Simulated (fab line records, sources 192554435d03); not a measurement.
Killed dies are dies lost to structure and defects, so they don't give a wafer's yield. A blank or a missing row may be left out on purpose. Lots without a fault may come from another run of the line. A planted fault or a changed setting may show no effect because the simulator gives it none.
Chamber matching | flow n5_finfet | N5_DUMMY_GATE_ETCH_23 on rie_si-06: 4 sister chambers
The step etches poly-Si in HBr/Cl2/O2, target depth 41 nm, time 22.3 s. 4 wafers are shown with their chamber, then 9 later ones without.

WAFERS WITH THEIR CHAMBER
wafer  | chamber | throttle_valve_pct (%)
L077.5 | 1       | 37.75
L083.5 | 3       | 36.79
L093.2 | 0       | 37.01
L093.5 | 2       | 37.31

WAFERS WITHOUT THEIR CHAMBER
wafer  | throttle_valve_pct (%)
L094.1 | 36.98
L094.2 | 37.31
L094.3 | 37.32
L095.1 | 37.35
L095.3 | 36.98
L095.5 | 37.28
L097.1 | 37.33
L097.3 | 37.31
L097.5 | 37.30

WHICH CHAMBER EACH WENT THROUGH
wafer  | from the rows above | in truth
L094.1 | 0                   | 0
L094.2 | 2                   | 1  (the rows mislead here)
L094.3 | 2                   | 2
L095.1 | 2                   | 2
L095.3 | 0                   | 0
L095.5 | 2                   | 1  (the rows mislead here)
L097.1 | 2                   | 2
L097.3 | 2                   | 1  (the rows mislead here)
L097.5 | 2                   | 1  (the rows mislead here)
Placed correctly: 5 of 9. Can't be placed from these rows: 0. Placed wrongly: 4.
How it was worked out, from the rows above alone: a wafer's distance from a chamber is the root of the sum, over the readings, of the square of ((its reading less the chamber's mean) divided by the reading's scatter). The wafer belongs to the nearest chamber; if the next one is less than 2 further off, it can't be placed. A chamber's mean is the mean of its shown wafers. The scatter: with one shown wafer a chamber, the root of the mean of the squares of how far each hidden wafer lies from its nearest shown one.
